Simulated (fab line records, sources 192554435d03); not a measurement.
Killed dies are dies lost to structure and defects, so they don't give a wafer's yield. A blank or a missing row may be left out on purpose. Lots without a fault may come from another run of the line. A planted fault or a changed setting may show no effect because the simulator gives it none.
Chamber matching | flow n5_finfet | N5_FIN_SAQP_HM_DEP_72 on pecvd-04: 3 sister chambers
The step deposits SiO2 from SiH4/N2O, target thk 12 nm, time 7.2 s. 14 wafers are shown with their chamber, then 7 later ones without.

WAFERS WITH THEIR CHAMBER
wafer  | chamber | showerhead_plenum_p_Torr (Torr) | heater_power_w (W)
L075.2 | 1       | 7.95                            | 943
L075.3 | 2       | 8.25                            | 669
L075.5 | 0       | 8.10                            | 847
L078.1 | 1       | 7.98                            | 944
L078.3 | 2       | 8.26                            | 688
L078.6 | 1       | 7.96                            | 947
L079.1 | 2       | 8.27                            | 620
L079.2 | 1       | 7.99                            | 843
L079.5 | 0       | 8.10                            | 814
L080.1 | 1       | 7.99                            | 840
L080.5 | 1       | 7.97                            | 814
L080.6 | 0       | 8.11                            | 774
L083.3 | 1       | 7.98                            | 811
L083.4 | 0       | 8.11                            | 781

SIGNATURES (means of the wafers above)
reading                  | chamber 0 | chamber 1 | chamber 2 | scatter within a chamber
showerhead_plenum_p_Torr | 8.1050    | 7.9743    | 8.2600    | 0.0123
heater_power_w           | 804.00    | 877.43    | 659.00    | 52.6
Rule: a wafer's distance from a chamber is the root of the sum, over the readings, of the square of ((its reading less the chamber's mean) divided by the reading's scatter). The wafer belongs to the nearest chamber; if the next one is less than 2 further off, it can't be placed. The scatter: the root of (the sum of the squares of (reading less its chamber's mean) over the shown wafers, divided by (wafers less chambers)).

WAFERS WITHOUT THEIR CHAMBER
wafer  | showerhead_plenum_p_Torr (Torr) | heater_power_w (W)
L083.5 | 7.97                            | 790
L093.2 | 8.27                            | 612
L093.3 | 8.11                            | 750
L093.4 | 7.98                            | 934
L097.2 | 8.26                            | 675
L097.3 | 8.00                            | 908
L097.4 | 8.09                            | 865

WHICH CHAMBER EACH WENT THROUGH
wafer  | from the rows above | in truth
L083.5 | 1                   | 1
L093.2 | 2                   | 2
L093.3 | 0                   | 0
L093.4 | 1                   | 1
L097.2 | 2                   | 2
L097.3 | 1                   | 1
L097.4 | 0                   | 0
Placed correctly: 7 of 7. Can't be placed from these rows: 0. Placed wrongly: 0.
